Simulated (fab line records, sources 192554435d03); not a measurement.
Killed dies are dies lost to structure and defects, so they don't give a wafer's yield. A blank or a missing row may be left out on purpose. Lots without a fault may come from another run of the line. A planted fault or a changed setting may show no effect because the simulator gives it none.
Chamber matching | flow n5_finfet | N5_BEOL_M2_CO_CAP_55 on cvd_co-02: 3 sister chambers
The step material Co, precursor CCTBA/H2, target thk 2 nm, time 102.1 s. 3 wafers are shown with their chamber, then 11 later ones without.

WAFERS WITH THEIR CHAMBER
wafer  | chamber | heater_power_w (W)
L083.1 | 0       | 246
L088.5 | 1       | 226
L089.2 | 2       | 224

WAFERS WITHOUT THEIR CHAMBER
wafer  | heater_power_w (W)
L089.4 | 228
L089.6 | 222
L090.2 | 235
L090.3 | 234
L090.6 | 225
L093.2 | 248
L093.3 | 224
L093.5 | 231
L095.1 | 250
L095.3 | 231
L095.6 | 230

WHICH CHAMBER EACH WENT THROUGH
wafer  | from the rows above          | in truth
L089.4 | can't be placed: 1 or 2      | 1
L089.6 | can't be placed: 2 or 1      | 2
L090.2 | can't be placed: 1 or 0 or 2 | 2
L090.3 | can't be placed: 1 or 2 or 0 | 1
L090.6 | can't be placed: 1 or 2      | 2
L093.2 | 0                            | 0
L093.3 | can't be placed: 2 or 1      | 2
L093.5 | can't be placed: 1 or 2      | 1
L095.1 | 0                            | 0
L095.3 | can't be placed: 1 or 2      | 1
L095.6 | can't be placed: 1 or 2      | 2
Placed correctly: 2 of 11. Can't be placed from these rows: 9 (the true chamber is among the candidates in 9). Placed wrongly: 0.
How it was worked out, from the rows above alone: a wafer's distance from a chamber is the root of the sum, over the readings, of the square of ((its reading less the chamber's mean) divided by the reading's scatter). The wafer belongs to the nearest chamber; if the next one is less than 2 further off, it can't be placed. A chamber's mean is the mean of its shown wafers. The scatter: with one shown wafer a chamber, the root of the mean of the squares of how far each hidden wafer lies from its nearest shown one.
